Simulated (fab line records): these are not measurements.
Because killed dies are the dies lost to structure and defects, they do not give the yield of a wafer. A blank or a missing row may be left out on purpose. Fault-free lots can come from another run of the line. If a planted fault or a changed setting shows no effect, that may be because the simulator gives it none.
Matching of chambers    flow nand harc    rie diel-11 running NHARC_P_M2_STRIP_18: 4 sister chambers
The step strips in N2/H2. 7 wafers are shown with their chamber, then 8 later ones without.

## WAFERS PAIRED WITH THEIR CHAMBERS
wafer   chamber  drypump motor current A (A)  rf vpp V (V)
L077.5  0        6.6                          91.5
L079.5  1        5.9                          89.5
L085.6  3        6.4                          89.9
L092.1  0        6.6                          90.8
L092.2  2        5.5                          90.6
L092.4  3        6.4                          91.2
L093.1  2        5.4                          90.4

## WAFERS WITHOUT THEIR CHAMBER
wafer   drypump motor current A (A)  rf vpp V (V)
L093.4  6.7                          91.5
L093.6  5.8                          90.1
L096.1  5.5                          90.4
L096.3  6.4                          92.1
L096.4  5.4                          90.8
L097.1  5.9                          89.5
L097.2  5.5                          90.5
L097.5  5.8                          89.2

## CHAMBER TAKEN BY EACH
wafer   from the rows above  in truth
L093.4  0                    0
L093.6  1                    1
L096.1  2                    2
L096.3  3                    3
L096.4  2                    2
L097.1  1                    1
L097.2  2                    2
L097.5  1                    1
Placed correctly: 8 of 8. Can't be placed from these rows: 0. Number placed wrongly: 0.
How it was worked out, from the rows above alone: a wafer's distance from a chamber is the root of the sum, over the readings, of the square of ((its reading less the chamber's mean) divided by the reading's scatter). The wafer belongs to the nearest chamber; if the next one is less than 2 further off, it can't be placed. The mean given for a chamber averages the wafers shown for that chamber. The scatter is the square root of a quotient: the sum, over the shown wafers, of each reading's squared deviation from its chamber's mean, divided by wafers minus chambers.
